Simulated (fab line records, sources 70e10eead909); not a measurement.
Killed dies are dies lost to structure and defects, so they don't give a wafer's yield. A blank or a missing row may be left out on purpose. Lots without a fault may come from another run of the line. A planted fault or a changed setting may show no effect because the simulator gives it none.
fab line records | flow nand_harc | part 2 of 2: steps 23 to 34 of 34
record lots=5 wafers=15 last_day=24
route steps=1159 shown A_SLIT@800 A_SIN_REMOVE@804 A_WL_FILL@809
lots that met no fault: from a run of the same line without faults
start_h: hours from the record's first day to the start of the lot's first wafer shown | wait_h: hours since the lot's step before | " the same as in the row above | L1.1+2: a row that stands for several wafers | - no value, or no start given | * or withheld: withheld | < > ~ a bound
route shown NAME@n: a module of which the file shows steps, and the number in the route of the first | usual: mean/standard deviation of fault-free wafers | same: alike in all rows | chamber/n: place in a boat | sites: the reading at each site | _std_site: their standard deviation | _edge_site: outer sites' mean less inner sites' | radius_mm: how far each site lies from the wafer's centre | mask NAME#n: copy n | behind: the tool/chamber that last shaped the wafer | hold: why the lot was held/for how many hours/how that ended | device: the transistor (n, p or np) that didn't switch | end of line: the same wafers' tests at the end of the route | a step without rows: its recipe alone | killed: dies lost to structure and defects at the first sort, not the wafer's yield | map: a wafer's dies, x killed, . not, _ none there
set.NAME: the setting as run; set.NAME@STEP: as run at that earlier step | model.NAME: the simulator's own value behind a step, which no gauge read
lots at some steps of the route; a table a step, a row a wafer
services: from which hour (start_h, from the record's first day; less than 0 if before it) a tool's chamber was out of use, for how many hours, and why
## steps
# step NHARC_A_WL_FILL_ETCHBACK_17
# recipe target_depth_a=40 time_s=26.7 chemistry=Cl2/BCl3
# usual drypump_motor_current_A=5.59/0.23 oes_product_au=1.000/0.0075
# columns lot.wafer tool chamber start_h wait_h drypump_motor_current_A oes_product_au rf_hours_counter_h
L085.1 rie_metal-02 0 410.25 - 5.52 1.007 0.3
L085.3 " 0 " " 5.50 1.019 -
L085.5 " 1 " " 5.42 1.009 -
L087.1 rie_metal-01 0 420.48 - 5.30 1.003 2.7
L087.3 " 0 " " 5.30 1.008 -
L087.4 " 1 " " 5.90 1.007 -
L093.2 rie_metal-02 1 455.20 - 5.42 0.999 1.4
L093.1 " 0 " " 5.53 1.006 1.4
L093.4 " 0 " " 5.51 0.991 -
L092.2 rie_metal-01 0 457.11 - 5.28 0.991 4.8
L092.1 " 1 " " 5.89 0.998 3.6
L092.5 " 1 " " 5.85 1.004 -
L094.1 rie_metal-02 0 481.61 - 5.49 0.993 2.0
L094.6 " 1 " " 5.42 0.999 -
L094.5 " 0 " " 5.52 0.990 -
# step NHARC_A_WL_FILL_PRECLEAN_18
# recipe time_s=30 chemistry=dHF
# columns lot.wafer tool chamber start_h wait_h
L085.1+3+5 wet_bench-09 6,0,1 410.44 0.2
L087.3+4+1 wet_bench-03 4,6,1 420.66 0.1
L093.1+2+4 wet_bench-03 6,2,3 455.38 0.1
L092.1+5+2 wet_bench-03 0,1,2 457.31 0.2
L094.6+5+1 wet_bench-03 4,6,0 481.78 0.1
# step NHARC_A_WL_FILL_SRD_21
# columns lot.wafer tool chamber start_h wait_h
L085.1+3+5 wet_bench-09 6,0,1 410.46 0.0
L087.3+4+1 wet_bench-03 4,6,1 420.69 0.0
L093.1+2+4 wet_bench-03 6,2,3 455.41 0.0
L092.1+5+2 wet_bench-03 0,1,2 457.32 0.0
L094.6+5+1 wet_bench-03 4,6,0 481.80 0.0
# step NHARC_A_WL_FILL_CVD_23
# recipe target_thk_a=400 temp_c=620 pressure_mtorr=200 time_s=800 material=poly-Si
# columns lot.wafer tool chamber start_h wait_h
L085.1+3+5 lpcvd_poly-04 0 412.72 2.3
L087.1+3+4 lpcvd_poly-04 0 422.92 2.2
L092.1+2+5 lpcvd_poly-03 0 458.02 0.7
L093.1+2+4 lpcvd_poly-03 0 458.02 2.6
L094.1+5+6 lpcvd_poly-03 0 484.41 2.6
# step NHARC_A_WL_FILL_ETCHBACK_26
# recipe target_depth_a=520 time_s=13.3 hbr_flow_sccm=150 rf_w=350 icp_w=350 bias_w=60 chemistry=HBr
# usual drypump_motor_current_A=5.8/0.48 oes_product_au=1.003/0.0098 throttle_valve_pct=23.266/0.0095
# columns lot.wafer tool chamber start_h wait_h drypump_motor_current_A oes_product_au rf_hours_counter_h throttle_valve_pct
L085.3 rie_si-06 0 415.31 0.4 5.6 1.000 0.3 23.274
L085.1 " 3 " " 5.6 0.998 0.2 23.280
L085.5 " 0 " " 5.6 0.993 - 23.256
L087.1 rie_si-02 1 425.48 0.4 6.3 0.993 0.2 23.278
L087.4 " 3 " " 5.0 0.981 0.2 23.268
L087.3 " 0 " " 5.3 1.014 0.2 23.265
L093.1 rie_si-06 1 460.58 0.4 6.5 0.999 0.8 23.283
L093.2 " 2 " " 5.4 0.992 0.7 23.265
L093.4 " 3 " " 5.6 1.003 0.6 23.269
L092.1 rie_si-02 2 460.58 0.4 6.3 1.012 0.5 23.268
L092.2 " 0 " " 5.3 1.009 0.5 23.274
L092.5 " 2 " " 6.3 1.010 - 23.271
L094.1 rie_si-03 3 486.97 0.4 5.4 1.015 1.0 23.273
L094.6 " 3 " " 5.4 1.010 - 23.278
L094.5 " 0 " " 5.8 1.006 - 23.273
# step NHARC_A_WL_FILL_PRECLEAN_30
# recipe time_s=10 chemistry=dHF
# columns lot.wafer tool chamber start_h wait_h
L085.1+5+3 wet_bench-07 4,5,6 415.46 0.1
L087.4+1+3 wet_bench-03 5,7,2 425.62 0.1
L093.4+2+1 wet_bench-07 2,5,7 460.72 0.1
L092.5+1+2 wet_bench-03 3,4,5 460.73 0.1
L094.1+5+6 wet_bench-07 7,0,1 487.12 0.1
# step NHARC_A_WL_FILL_SRD_14
# columns lot.wafer tool chamber start_h wait_h
L085.1+5+3 wet_bench-07 4,5,6 415.48 0.0
L087.4+1+3 wet_bench-03 5,7,2 425.64 0.0
L092.5+1+2 wet_bench-03 3,4,5 460.75 0.0
L093.4+2+1 wet_bench-07 2,5,7 460.75 0.0
L094.1+5+6 wet_bench-07 7,0,1 487.14 0.0
# step NHARC_A_WL_FILL_ALD_19
# recipe target_thk_a=20 pulse_time_s=3 ald_cycles=100 temp_c=450 material=TiN
# usual heater_power_w=1085/81 precursor_pulse_height_rel=1.001/0.019
# same pulse_time_s=3
# columns lot.wafer tool chamber start_h wait_h heater_power_w precursor_pulse_height_rel
L085.1 ald_metal-03 0 415.58 0.1 1229 1.004
L085.3 " 1 " " 1109 1.014
L085.5 " 1 " " 1118 1.016
L087.4 ald_metal-02 2 425.77 0.1 1059 0.986
L087.3 " 3 " " 917 1.012
L087.1 " 0 " " 1135 1.019
L093.2 ald_metal-03 2 460.86 0.1 1099 0.996
L093.4 " 3 " " 1121 0.978
L093.1 " 1 " " 1107 0.956
L092.1 ald_metal-02 0 460.90 0.1 1158 0.996
L092.2 " 1 " " 1143 0.983
L092.5 " 2 " " 1072 1.004
L094.1 ald_metal-01 2 487.24 0.1 1083 1.008
L094.5 " 2 " " 1072 1.002
L094.6 " 3 " " 1004 1.023
# step NHARC_A_WL_FILL_CVD_20
# recipe target_thk_a=750 temp_c=300 pressure_torr=40 wf6_flow_sccm=40 h2_flow_sccm=1600 ar_flow_sccm=1560 time_s=5064 material=W
# usual heater_power_w=482/47 mfc_wf6_sccm=40.00/0.13 throttle_valve_pct=7.8/0.37
# columns lot.wafer tool chamber start_h wait_h heater_power_w mfc_wf6_sccm throttle_valve_pct
L085.1 cvd_w-02 1 - - 432 40.14 7.4
L085.3 " 1 " " 454 39.99 7.6
L085.5 " 0 " " 571 40.06 7.9
L087.1 cvd_w-02 1 - - 441 40.08 7.2
L087.3 " 0 " " 560 40.19 7.7
L087.4 " 1 " " 432 39.96 7.3
L092.2 cvd_w-02 1 - - 445 40.00 7.4
L092.1 " 0 " " 568 40.01 7.9
L092.5 " 0 " " 565 40.02 7.9
L093.1 cvd_w-01 0 - - 460 40.13 8.2
L093.2 " 1 " " 446 40.24 7.4
L093.4 " 0 " " 467 40.14 8.4
L094.1 cvd_w-01 1 - - 486 39.97 7.1
L094.6 " 1 " " 476 40.00 7.4
L094.5 " 0 " " 451 40.09 7.9
# step NHARC_A_WL_FILL_CMP_12
# recipe t_overpolish_s=30 target_thk_nm=75
# usual motor_current_A=12.4/1.2 overpolish_run_s=30.001/0.0096 retaining_ring_pressure_frac=1.000/0.0049 slurry_flow_ml_min=150.0/0.49 time_to_endpoint_s=13.8/2.4
# columns lot.wafer tool chamber start_h wait_h motor_current_A overpolish_run_s retaining_ring_pressure_frac slurry_flow_ml_min time_to_endpoint_s
L085.1 cmp-01 2 420.85 4.3 12.7 30.009 0.998 150.5 17.9
L085.3 " 1 " " 13.4 30.020 0.994 150.0 17.5
L085.5 " 3 " " 13.4 30.006 0.992 150.1 18.7
L087.1 cmp-04 1 431.59 3.7 11.0 30.014 0.993 149.5 13.7
L087.3 " 3 " " 13.1 30.001 0.997 150.9 16.0
L087.4 " 0 " " 12.9 29.986 1.002 150.6 11.7
L092.2 cmp-01 3 468.05 4.3 14.3 30.004 0.999 149.8 15.0
L092.1 " 0 " " 11.3 29.997 0.993 149.1 12.3
L092.5 " 2 " " 12.7 29.994 0.992 149.7 16.3
L093.4 cmp-02 1 468.56 2.9 11.7 30.003 1.003 149.7 14.0
L093.1 " 2 " " 12.1 30.011 1.003 149.5 14.7
L093.2 " 3 " " 10.5 30.010 1.002 149.7 14.7
L094.1 cmp-02 1 493.40 4.4 12.3 29.987 1.001 149.9 14.7
L094.5 " 0 " " 13.1 30.005 1.002 150.4 12.6
L094.6 " 1 " " 12.3 29.988 0.997 149.3 16.6
# step NHARC_A_WL_FILL_SRD_31
# columns lot.wafer tool chamber start_h wait_h
L085.1+5+3 wet_bench-07 5,6,7 421.18 0.0
L087.3+4+1 wet_bench-07 4,5,6 431.92 0.0
L092.2+1+5 wet_bench-07 2,3,4 468.35 0.0
L093.2+4+1 wet_bench-03 5,6,0 468.86 0.0
L094.5+6+1 wet_bench-09 5,6,0 493.70 0.0
# step NHARC_A_WL_FILL_INSPECT_15
# usual raw_defect_count=409/140
# columns lot.wafer tool chamber start_h wait_h raw_defect_count
L085.1 defect_inspect-01 - 421.34 0.0 927
L085.3 " - " " 268
L085.5 " - " " 425
L087.1 defect_inspect-01 - 432.06 0.0 331
L087.3 " - " " 388
L087.4 " - " " 383
L092.1 defect_inspect-01 - 468.49 0.0 334
L092.2 " - " " 305
L092.5 " - " " 287
L093.1 defect_inspect-02 - 469.02 0.0 600
L093.2 " - " " 570
L093.4 " - " " 452
L094.1 defect_inspect-01 - 493.86 0.0 350
L094.5 " - " " 516
L094.6 " - " " 776
## services
# columns tool chamber start_h hours kind
rie_metal-03 0 363.74 4.6 repair
ald_metal-02 - 364.00 10.0 pm
wet_bench-05 - 372.92 8.0 pm
rie_diel-04 0 377.73 3.3 repair
cvd_w-02 - 381.32 13.0 pm
rie_metal-02 - 388.00 9.0 pm
rie_diel-13 - 389.33 7.8 repair
ald_metal-02 0 397.28 4.0 repair
ald_hk-03 - 404.76 2.3 repair
rie_metal-01 1 422.97 19.5 repair
plasma_asher-01 - 423.98 1.3 repair
rie_diel-13 3 427.80 3.1 repair
rie_metal-03 - 437.05 0.6 repair
wet_bench-07 - 448.02 8.0 pm
rie_diel-13 - 453.00 9.0 pm
rie_metal-03 - 453.00 9.0 pm
plasma_asher-01 - 454.32 9.0 pm
rie_diel-04 3 455.45 2.4 repair
ald_hk-02 - 462.94 10.0 pm
wet_bench-09 - 464.80 8.0 pm
rie_diel-04 - 465.92 9.0 pm
cvd_w-01 - 475.33 13.0 pm
wet_h3po4-02 - 479.68 1.2 repair
ald_hk-02 - 491.63 0.5 repair
